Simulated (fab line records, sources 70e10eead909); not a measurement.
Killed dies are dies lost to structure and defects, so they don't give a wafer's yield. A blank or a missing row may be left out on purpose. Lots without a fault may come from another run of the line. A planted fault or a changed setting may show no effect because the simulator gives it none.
A struck lot beside a sound one | flow nand_harc | 16 steps out of a route of 1302
Sound: wafers L289.1, L289.4, L289.6. Struck: wafers L291.1, L291.4, L291.6. The cause comes at the end.
At each step with rows: each side's tool, then ch and its chambers, then its first start. Under that, the readings that differ: sound wafers | struck wafers | difference of the means | sigmas: that difference in standard deviations of wafers without a fault.
alike: readings whose means differ by less than 2 such deviations, and words and numbers that are the same on both sides. not compared: withheld readings, readings that some wafer has no value for, bounds like >300 that may hide the same value, and numbers for which the record gives no deviation and whose values overlap.
The two part at a step that has a row with sigmas, a row that says differs or no value, or rows on one side only. Numbers that don't overlap but have no deviation are shown without sigmas and don't part them. A reading that every wafer of one side lacks parts them only if that side has two wafers or more.

first, 1 step without rows for these wafers: NHARC_P_GATE_HARDBAKE_47 (time 80 s).
NHARC_P_GATE_DESCUM_48: chemistry O2, time 3 s.
  sound on rie_diel-03 ch 0,3, day 9 04:06; struck on rie_diel-03 ch 0,2, day 10 07:01
  alike: drypump_motor_current_A, oes_product_au, rf_vpp_V, showerhead_plenum_p_Torr, throttle_valve_pct
  not compared: rf_hours_counter_h
then, 1 step without rows for these wafers: NHARC_P_GATE_IMPLANT_49.
NHARC_P_GATE_STRIP_111: strips in N2/H2, time 250 s.
  sound on plasma_asher-02 ch 0,1, day 9 04:28; struck on plasma_asher-02 ch 0, day 10 07:26
  alike: drypump_motor_current_A, heater_power_w
  not compared: rf_hours_counter_h
NHARC_P_GATE_STRIP_75: strips in O2.
  sound on plasma_asher-02 ch 0,1, day 9 04:46; struck on plasma_asher-02 ch 0, day 10 07:41
  alike: drypump_motor_current_A, heater_power_w
  not compared: rf_hours_counter_h
then, 7 steps without rows for these wafers: NHARC_P_GATE_STRIP_50 (strips in SPM, time 900 s); NHARC_P_GATE_DEHYDRATE_51 (time 120 s); NHARC_P_GATE_HMDS_52 (time 30 s); NHARC_P_GATE_COAT_53; NHARC_P_GATE_SOFTBAKE_54 (time 95 s); NHARC_P_GATE_EBR_55; NHARC_P_GATE_EXPOSE_56 (exposes mask P PSD, target cd 720 nm).
NHARC_P_GATE_PEB_57: peb time 85 s.
  sound on litho_track-07 ch 0, day 9 05:36; struck on litho_track-02 ch 0, day 10 08:23
  reading                  | sound                | struck               | difference | sigmas
  heater_power_total_W (W) | 163.77 163.68 164.38 | 156.53 156.20 156.21 | -7.63      | -29
  plate_temp_C (C)         | 118.06 117.83 117.94 | 113.65 113.69 113.85 | -4.21      | -28
then, 1 step without rows for these wafers: NHARC_P_GATE_DEVELOP_58 (time 70 s).
NHARC_P_GATE_CD_MEAS_59: target cd 720 nm.
  sound on cd_sem-01 ch 0, day 9 05:41; struck on cd_sem-03 ch 0, day 10 08:28
  reading    | sound             | struck            | difference | sigmas
  cd_nm (nm) | 723.5 722.1 721.4 | 711.9 713.4 711.5 | -10.1      | -5
then, 1 step without rows for these wafers: NHARC_P_GATE_HARDBAKE_60 (time 80 s).

WHERE THEY PART
First at NHARC_P_GATE_PEB_57; last, within this record, at NHARC_P_GATE_CD_MEAS_59.

WHY: what the simulator had put in
Process parameter drift: litho_track-02, from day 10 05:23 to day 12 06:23, at NHARC_P_GATE_PEB_57. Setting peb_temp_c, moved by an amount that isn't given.
